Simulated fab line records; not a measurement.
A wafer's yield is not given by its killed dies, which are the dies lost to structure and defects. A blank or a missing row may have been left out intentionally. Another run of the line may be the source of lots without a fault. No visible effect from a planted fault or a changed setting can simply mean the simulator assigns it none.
Shared-tool check	flow nand-harc	Sample size 11 lots and 33 wafers

REASON FOR OPENING
At NHARC_P_GATE_CD_MEAS_26 the reading cd-nm is flagged on 3 of 11 lots. No-fault wafers: 120.1 nm, standard deviation 0.65.
Rule: a lot is flagged when every wafer of it that has a number lies more than 4 standard deviations from that mean, or none has a number. All remaining lots are regarded as sound.

lot	measured	on	cd-nm (nm), wafer by wafer	flag
L103	day 4 21:34	cd-sem-01	121.9 120.4 119.7	
L105	day 5 13:10	cd-sem-02	147.3 147.3 147.3	FLAGGED
L107	day 5 17:50	cd-sem-01	147.5 146.8 148.6	FLAGGED
L106	day 5 18:49	cd-sem-01	119.7 120.3 121.4	
L110	day 6 12:10	cd-sem-03	148.3 148.1 148.5	FLAGGED
L115	day 8 00:58	cd-sem-01	121.1 121.1 120.8	
L118	day 8 20:09	cd-sem-02	119.8 120.2 120.6	
L121	day 9 06:29	cd-sem-02	120.8 120.6 120.7	
L120	day 9 07:10	cd-sem-01	120.2 120.3 120.0	
L122	day 10 00:31	cd-sem-02	119.1 119.1 120.4	
L124	day 10 07:03	cd-sem-02	120.1 120.5 119.6	
Average over the flagged lots: 147.7 nm; offset from the usual +27.6 nm, equal to +43 standard deviations.

EACH LOT AND THE TOOL IT RAN ON
Before the reading, the record contains 4 process steps out of a 1159-step route. Cell contents, in order: the tool; ch with the chambers the sampled wafers went through; the start.
lot	flag	NHARC_P_STI_ETCH_42	NHARC_P_STI_ETCH_15	NHARC_P_GATE_DESCUM_13	NHARC_P_GATE_PEB_24
L103		rie-diel-09 ch 0,1,2, day 2 14:12	rie-si-03 ch 0,1,3, day 2 14:25	rie-diel-04 ch 1,2,3, day 4 05:31	litho-track-06 ch 0, day 4 21:29
L105	FLAGGED	rie-diel-09 ch 1,2, day 3 06:51	rie-si-01 ch 0,2, day 3 07:05	rie-diel-02 ch 0,1, day 4 21:24	litho-track-06 ch 0, day 5 13:05
L107	FLAGGED	rie-diel-03 ch 1,2,3, day 3 14:14	rie-si-03 ch 1,2, day 3 14:24	rie-diel-04 ch 2,3, day 5 04:22	litho-track-06 ch 0, day 5 17:45
L106		rie-diel-09 ch 2,3, day 3 14:23	rie-si-01 ch 0,3, day 3 14:35	rie-diel-08 ch 1,3, day 5 04:14	litho-track-04 ch 0, day 5 18:44
L110	FLAGGED	rie-diel-03 ch 0,3, day 4 12:26	rie-si-05 ch 0,2,3, day 4 12:38	rie-diel-08 ch 1,2, day 5 22:01	litho-track-06 ch 0, day 6 12:05
L115		rie-diel-03 ch 0,2, day 5 17:34	rie-si-01 ch 0,1,3, day 5 17:46	rie-diel-04 ch 1,2, day 7 07:46	litho-track-04 ch 0, day 8 00:53
L118		rie-diel-03 ch 0,1,3, day 6 12:42	rie-si-05 ch 0,2,3, day 6 12:55	rie-diel-02 ch 1,2,3, day 8 03:35	litho-track-06 ch 0, day 8 20:04
L121		rie-diel-09 ch 1,2, day 7 05:10	rie-si-01 ch 1,2,3, day 7 05:22	rie-diel-08 ch 0,2,3, day 8 16:24	litho-track-04 ch 0, day 9 06:24
L120		rie-diel-03 ch 1,2, day 7 00:17	rie-si-01 ch 0,2,3, day 7 00:29	rie-diel-02 ch 0,2, day 8 16:26	litho-track-06 ch 0, day 9 07:05
L122		rie-diel-03 ch 2,3, day 7 15:40	rie-si-05 ch 0,1,3, day 7 15:52	rie-diel-08 ch 0,1,2, day 9 08:53	litho-track-06 ch 0, day 10 00:25
L124		rie-diel-09 ch 1,2, day 8 02:35	rie-si-01 ch 1,2, day 8 02:47	rie-diel-04 ch 1,2, day 9 16:16	litho-track-06 ch 0, day 10 06:58
These steps, and what they do:
- NHARC_P_STI_ETCH_42: etches the open film in N2/H2, target depth 80 nm, overetch 24 nm, time 61 s.
- NHARC_P_STI_ETCH_15: etches the open film in HBr/Cl2, target depth 300 nm, time 100.1 s.
- NHARC_P_GATE_DESCUM_13: chemistry O2, time 3 s.
- NHARC_P_GATE_PEB_24: peb time 65 s.
- NHARC_P_GATE_CD_MEAS_26: target cd 120 nm.

FLAGGED AGAINST TOTAL, ONE TOOL AT A TIME (gauges that did the reading follow at the end)
step	tool	lots run	flagged	share of the flagged lots	sound lots run after its first flagged lot
NHARC_P_STI_ETCH_42	rie-diel-03	6	2	some	4 (L115,L118,L120,L122)
NHARC_P_STI_ETCH_42	rie-diel-09	5	1	some	3 (L106,L121,L124)
NHARC_P_STI_ETCH_15	rie-si-01	6	1	some	5 (L106,L115,L120,L121,L124)
NHARC_P_STI_ETCH_15	rie-si-03	2	1	some	0
NHARC_P_STI_ETCH_15	rie-si-05	3	1	some	2 (L118,L122)
NHARC_P_GATE_DESCUM_13	rie-diel-02	3	1	some	2 (L118,L120)
NHARC_P_GATE_DESCUM_13	rie-diel-04	4	1	some	2 (L115,L124)
NHARC_P_GATE_DESCUM_13	rie-diel-08	4	1	some	2 (L121,L122)
NHARC_P_GATE_PEB_24	litho-track-04	3	0	none	-
NHARC_P_GATE_PEB_24	litho-track-06	8	3	all	4 (L118,L120,L122,L124)
NHARC_P_GATE_CD_MEAS_26	cd-sem-01	5	1	some	3 (L106,L115,L120)
NHARC_P_GATE_CD_MEAS_26	cd-sem-02	5	1	some	4 (L118,L121,L122,L124)
NHARC_P_GATE_CD_MEAS_26	cd-sem-03	1	1	some	0

WHAT THE TABLE PERMITS
All flagged lots share 1 row of the table, namely litho-track-06 at NHARC_P_GATE_PEB_24.
- litho-track-06 at NHARC_P_GATE_PEB_24 ran 8 lots, 3 of them flagged. After the first flagged lot (L118, L120, L122, L124), sound lots still ran on it; a lasting fault on the whole tool would not permit that. Its own readings (heater-power-total-W) fall more than 4 standard deviations out on all wafers of the flagged lots.
None of the table's rows ran every flagged lot and, after the first, no sound lot.

WHAT WAS PUT IN BY THE SIMULATOR
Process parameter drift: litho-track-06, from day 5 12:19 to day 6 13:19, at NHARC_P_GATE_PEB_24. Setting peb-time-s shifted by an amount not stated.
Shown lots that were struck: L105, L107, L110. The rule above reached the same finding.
